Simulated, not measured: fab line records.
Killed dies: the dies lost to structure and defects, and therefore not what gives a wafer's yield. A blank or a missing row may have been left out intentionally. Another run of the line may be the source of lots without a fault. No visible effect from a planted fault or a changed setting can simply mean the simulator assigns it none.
Chamber matching + flow n5_finfet + N5_BEOL_M9_STRIP_19 on rie_diel-05 has 4 sister chambers
The step strips in O2. 16 wafers are shown with their chamber, then 8 later ones without.

== WAFERS, EACH WITH ITS CHAMBER ==
| wafer  | chamber | drypump_motor_current_A (A) | showerhead_plenum_p_Torr (Torr) | throttle_valve_pct (%) |
|--------|---------|-----------------------------|---------------------------------|------------------------|
| L075.2 | 1       | 5.8                         | 2.01                            | 16.92                  |
| L075.3 | 0       | 5.7                         | 2.20                            | 16.41                  |
| L075.6 | 0       | 5.7                         | 2.20                            | 16.41                  |
| L080.1 | 1       | 5.8                         | 2.00                            | 16.92                  |
| L080.2 | 2       | 5.2                         | 2.08                            | 16.52                  |
| L080.6 | 3       | 6.3                         | 2.10                            | 17.01                  |
| L086.2 | 2       | 5.2                         | 2.07                            | 16.55                  |
| L086.4 | 1       | 5.8                         | 2.00                            | 16.98                  |
| L086.6 | 0       | 5.7                         | 2.19                            | 16.42                  |
| L088.1 | 3       | 6.3                         | 2.10                            | 17.03                  |
| L088.5 | 3       | 6.3                         | 2.10                            | 17.03                  |
| L088.6 | 2       | 5.2                         | 2.07                            | 16.55                  |
| L089.3 | 2       | 5.2                         | 2.07                            | 16.55                  |
| L089.4 | 2       | 5.2                         | 2.07                            | 16.56                  |
| L089.5 | 3       | 6.2                         | 2.10                            | 17.04                  |
| L093.1 | 1       | 5.8                         | 1.99                            | 16.99                  |

SIGNATURES, as means of the wafers listed above
| reading                  | chamber 0 | chamber 1 | chamber 2 | chamber 3 | scatter within a chamber |
|--------------------------|-----------|-----------|-----------|-----------|--------------------------|
| drypump_motor_current_A  | 5.700     | 5.800     | 5.200     | 6.275     | 0.025                    |
| showerhead_plenum_p_Torr | 2.1967    | 2.0000    | 2.0720    | 2.1000    | 0.00537                  |
| throttle_valve_pct       | 16.4133   | 16.9525   | 16.5460   | 17.0275   | 0.0219                   |
Rule: for a wafer and a chamber, the distance is found by dividing, reading by reading, the gap between the wafer's reading and the chamber's mean by the reading's scatter, squaring, summing and taking the root. The wafer belongs to the nearest chamber; if the next one is less than 2 further off, it can't be placed. The scatter is the square root of a quotient: the sum, over the shown wafers, of each reading's squared deviation from its chamber's mean, divided by wafers minus chambers.

== WAFERS WITHOUT THEIR CHAMBER ==
| wafer  | drypump_motor_current_A (A) | showerhead_plenum_p_Torr (Torr) | throttle_valve_pct (%) |
|--------|-----------------------------|---------------------------------|------------------------|
| L093.2 | 6.3                         | 2.10                            | 17.03                  |
| L093.3 | 5.7                         | 2.19                            | 16.45                  |
| L093.4 | 5.2                         | 2.07                            | 16.56                  |
| L093.5 | 5.7                         | 2.19                            | 16.48                  |
| L093.6 | 5.8                         | 1.99                            | 17.02                  |
| L095.4 | 6.3                         | 2.09                            | 17.07                  |
| L095.5 | 5.8                         | 1.99                            | 17.02                  |
| L095.6 | 5.2                         | 2.07                            | 16.58                  |

== WHICH CHAMBER EACH WENT THROUGH ==
| wafer  | from the rows above | in truth |
|--------|---------------------|----------|
| L093.2 | 3                   | 3        |
| L093.3 | 0                   | 0        |
| L093.4 | 2                   | 2        |
| L093.5 | 0                   | 0        |
| L093.6 | 1                   | 1        |
| L095.4 | 3                   | 3        |
| L095.5 | 1                   | 1        |
| L095.6 | 2                   | 2        |
Correctly placed: 8 of 8. Can't be placed from these rows: 0. Wrongly placed: 0.
